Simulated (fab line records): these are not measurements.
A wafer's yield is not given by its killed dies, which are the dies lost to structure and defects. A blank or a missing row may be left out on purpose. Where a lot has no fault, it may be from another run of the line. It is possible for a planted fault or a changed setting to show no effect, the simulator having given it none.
Split-lot experiment / flow n5-finfet / 7 lots, 39 wafers read, on a route of 1938 steps

## ON THE SPLIT
At N5_FIN_SAQP_PECVD_06 (deposits a-Si from SiH4/He, target thk 60 nm, time 48.1 s), the setting time-s was moved away from the recipe's 48.1 s on 18 of the 39 wafers read, by -58.3% to +17.4%. All remaining wafers had this setting at the recipe value.

## FROM THE SPLIT TO THE READING: what the file shows between them, 5 steps
- N5_FIN_SAQP_THK_MEAS_07
- N5_FIN_SAQP_HM_DEP_72: deposits SiO2 from SiH4/N2O, target thk 12 nm, time 7.2 s
- N5_FIN_SAQP_COAT_49: time 60 s, resist thk 100 nm
- N5_FIN_SAQP_HM_OPEN_73: chemistry CHF3/O2, target SiO2, stops on a-Si, target depth 12 nm, time 16.8 s
- N5_FIN_SAQP_STRIP_74: strips in CHF3/O2

## THE READING
oes-product-au, in a.u., at N5_FIN_SAQP_MANDREL_ETCH_22 (etches a-Si in HBr/Cl2, stops on SiNx, target depth 60 nm, bt time 10 s, time 30 s). Typical for fault-free wafers on this fab line: 0.774 a.u., with standard deviation 0.013 a.u.

wafer=L074.3; tool, chamber at the split=pecvd-04, 2; time-s as run, s=48.1; against the recipe=recipe; oes-product-au, a.u.=0.774; against lot-mates on the recipe=-
wafer=L074.4; tool, chamber at the split=pecvd-04, 1; time-s as run, s=48.1; against the recipe=recipe; oes-product-au, a.u.=0.782; against lot-mates on the recipe=-
wafer=L074.5; tool, chamber at the split=pecvd-04, 0; time-s as run, s=48.1; against the recipe=recipe; oes-product-au, a.u.=0.756; against lot-mates on the recipe=-
wafer=L077.1; tool, chamber at the split=pecvd-04, 2; time-s as run, s=34.28; against the recipe=-28.7%; oes-product-au, a.u.=0.634; against lot-mates on the recipe=-0.134
wafer=L077.2; tool, chamber at the split=pecvd-04, 0; time-s as run, s=48.1; against the recipe=recipe; oes-product-au, a.u.=0.755; against lot-mates on the recipe=-
wafer=L077.3; tool, chamber at the split=pecvd-04, 1; time-s as run, s=34.28; against the recipe=-28.7%; oes-product-au, a.u.=0.633; against lot-mates on the recipe=-0.135
wafer=L077.4; tool, chamber at the split=pecvd-04, 2; time-s as run, s=34.28; against the recipe=-28.7%; oes-product-au, a.u.=0.628; against lot-mates on the recipe=-0.140
wafer=L077.5; tool, chamber at the split=pecvd-04, 0; time-s as run, s=48.1; against the recipe=recipe; oes-product-au, a.u.=0.777; against lot-mates on the recipe=-
wafer=L077.6; tool, chamber at the split=pecvd-04, 1; time-s as run, s=48.1; against the recipe=recipe; oes-product-au, a.u.=0.771; against lot-mates on the recipe=-
wafer=L078.1; tool, chamber at the split=pecvd-04, 1; time-s as run, s=48.1; against the recipe=recipe; oes-product-au, a.u.=0.774; against lot-mates on the recipe=-
wafer=L078.2; tool, chamber at the split=pecvd-04, 2; time-s as run, s=56.49; against the recipe=+17.4%; oes-product-au, a.u.=0.837; against lot-mates on the recipe=+0.067
wafer=L078.3; tool, chamber at the split=pecvd-04, 0; time-s as run, s=56.49; against the recipe=+17.4%; oes-product-au, a.u.=0.833; against lot-mates on the recipe=+0.063
wafer=L078.4; tool, chamber at the split=pecvd-04, 2; time-s as run, s=56.49; against the recipe=+17.4%; oes-product-au, a.u.=0.876; against lot-mates on the recipe=+0.106
wafer=L078.5; tool, chamber at the split=pecvd-04, 1; time-s as run, s=48.1; against the recipe=recipe; oes-product-au, a.u.=0.759; against lot-mates on the recipe=-
wafer=L078.6; tool, chamber at the split=pecvd-04, 0; time-s as run, s=48.1; against the recipe=recipe; oes-product-au, a.u.=0.776; against lot-mates on the recipe=-
wafer=L081.1; tool, chamber at the split=pecvd-04, 0; time-s as run, s=48.1; against the recipe=recipe; oes-product-au, a.u.=0.768; against lot-mates on the recipe=-
wafer=L081.2; tool, chamber at the split=pecvd-04, 2; time-s as run, s=48.1; against the recipe=recipe; oes-product-au, a.u.=0.767; against lot-mates on the recipe=-
wafer=L081.3; tool, chamber at the split=pecvd-04, 1; time-s as run, s=22.19; against the recipe=-53.9%; oes-product-au, a.u.=0.528; against lot-mates on the recipe=-0.234
wafer=L081.4; tool, chamber at the split=pecvd-04, 1; time-s as run, s=48.1; against the recipe=recipe; oes-product-au, a.u.=0.752; against lot-mates on the recipe=-
wafer=L081.5; tool, chamber at the split=pecvd-04, 0; time-s as run, s=22.19; against the recipe=-53.9%; oes-product-au, a.u.=0.506; against lot-mates on the recipe=-0.256
wafer=L081.6; tool, chamber at the split=pecvd-04, 2; time-s as run, s=22.19; against the recipe=-53.9%; oes-product-au, a.u.=0.520; against lot-mates on the recipe=-0.242
wafer=L087.1; tool, chamber at the split=pecvd-03, 2; time-s as run, s=48.1; against the recipe=recipe; oes-product-au, a.u.=0.750; against lot-mates on the recipe=-
wafer=L087.2; tool, chamber at the split=pecvd-03, 0; time-s as run, s=40.55; against the recipe=-15.7%; oes-product-au, a.u.=0.702; against lot-mates on the recipe=-0.065
wafer=L087.3; tool, chamber at the split=pecvd-03, 1; time-s as run, s=48.1; against the recipe=recipe; oes-product-au, a.u.=0.787; against lot-mates on the recipe=-
wafer=L087.4; tool, chamber at the split=pecvd-03, 0; time-s as run, s=40.55; against the recipe=-15.7%; oes-product-au, a.u.=0.700; against lot-mates on the recipe=-0.067
wafer=L087.5; tool, chamber at the split=pecvd-03, 2; time-s as run, s=48.1; against the recipe=recipe; oes-product-au, a.u.=0.765; against lot-mates on the recipe=-
wafer=L087.6; tool, chamber at the split=pecvd-03, 1; time-s as run, s=40.55; against the recipe=-15.7%; oes-product-au, a.u.=0.706; against lot-mates on the recipe=-0.061
wafer=L088.1; tool, chamber at the split=pecvd-03, 0; time-s as run, s=20.06; against the recipe=-58.3%; oes-product-au, a.u.=0.485; against lot-mates on the recipe=-0.297
wafer=L088.2; tool, chamber at the split=pecvd-03, 2; time-s as run, s=48.1; against the recipe=recipe; oes-product-au, a.u.=0.785; against lot-mates on the recipe=-
wafer=L088.3; tool, chamber at the split=pecvd-03, 1; time-s as run, s=20.06; against the recipe=-58.3%; oes-product-au, a.u.=0.514; against lot-mates on the recipe=-0.268
wafer=L088.4; tool, chamber at the split=pecvd-03, 1; time-s as run, s=48.1; against the recipe=recipe; oes-product-au, a.u.=0.777; against lot-mates on the recipe=-
wafer=L088.5; tool, chamber at the split=pecvd-03, 0; time-s as run, s=20.06; against the recipe=-58.3%; oes-product-au, a.u.=0.495; against lot-mates on the recipe=-0.287
wafer=L088.6; tool, chamber at the split=pecvd-03, 2; time-s as run, s=48.1; against the recipe=recipe; oes-product-au, a.u.=0.785; against lot-mates on the recipe=-
wafer=L092.1; tool, chamber at the split=pecvd-04, 1; time-s as run, s=24.39; against the recipe=-49.3%; oes-product-au, a.u.=0.528; against lot-mates on the recipe=-0.240
wafer=L092.2; tool, chamber at the split=pecvd-04, 1; time-s as run, s=48.1; against the recipe=recipe; oes-product-au, a.u.=0.777; against lot-mates on the recipe=-
wafer=L092.3; tool, chamber at the split=pecvd-04, 1; time-s as run, s=48.1; against the recipe=recipe; oes-product-au, a.u.=0.746; against lot-mates on the recipe=-
wafer=L092.4; tool, chamber at the split=pecvd-04, 1; time-s as run, s=24.39; against the recipe=-49.3%; oes-product-au, a.u.=0.547; against lot-mates on the recipe=-0.221
wafer=L092.5; tool, chamber at the split=pecvd-04, 1; time-s as run, s=24.39; against the recipe=-49.3%; oes-product-au, a.u.=0.526; against lot-mates on the recipe=-0.242
wafer=L092.6; tool, chamber at the split=pecvd-04, 1; time-s as run, s=48.1; against the recipe=recipe; oes-product-au, a.u.=0.780; against lot-mates on the recipe=-

THE FIT
A straight line over all 39 wafers: oes-product-au changes by +0.00469 a.u. for each +1% of time-s; r = +0.99; the points scatter about the line by 0.012 a.u.
The same after taking each lot's own level away (the mean of its wafers on the recipe; 39 wafers): +0.00471 a.u. for each +1%; r = +0.99; scatter 0.012 a.u.
Per that fit: largest time-s move, reading shift of 0.27 a.u.
Across the lots, their own levels run from 0.7623 to 0.7823 a.u., a range of 1.5 times the standard deviation given above.
Hence the lot-to-lot level has little effect on the slope; both slopes agree.
Check: for one of the wafers moved furthest among these (-58.3%), held out of the fit, the line's prediction against its lot-mates is -0.272 a.u. It came out at -0.297 a.u. against them.

## THE WHOLE CHAIN: every reading that the file lists as answering this split, in the file's order
step=N5_FIN_SAQP_PECVD_06; what it does=deposits a-Si from SiH4/He, target thk 60 nm, time 48.1 s; reading=a-Si_of_FIN_SAQP_PECVD_06.thk-nm (the simulator's own value, which no gauge read); change (the file's fit)=+0.614 nm for each +1% of the setting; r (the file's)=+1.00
step=N5_FIN_SAQP_THK_MEAS_07; what it does=; reading=thk-nm; change (the file's fit)=withheld for each +1% of the setting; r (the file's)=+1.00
step=N5_FIN_SAQP_MANDREL_ETCH_22; what it does=etches a-Si in HBr/Cl2, stops on SiNx, target depth 60 nm, bt time 10 s, time 30 s; reading=oes-product-au; change (the file's fit)=+0.0047 a.u. for each +1% of the setting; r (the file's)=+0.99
step=N5_FIN_SAQP_MANDREL_ETCH_22; what it does=etches a-Si in HBr/Cl2, stops on SiNx, target depth 60 nm, bt time 10 s, time 30 s; reading=etch.depth-nm (the simulator's own value, which no gauge read); change (the file's fit)=+0.614 nm for each +1% of the setting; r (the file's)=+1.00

## THE FILE'S OWN FIT
oes-product-au changes by +0.0047 a.u. for each +1% of time-s, r = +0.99.
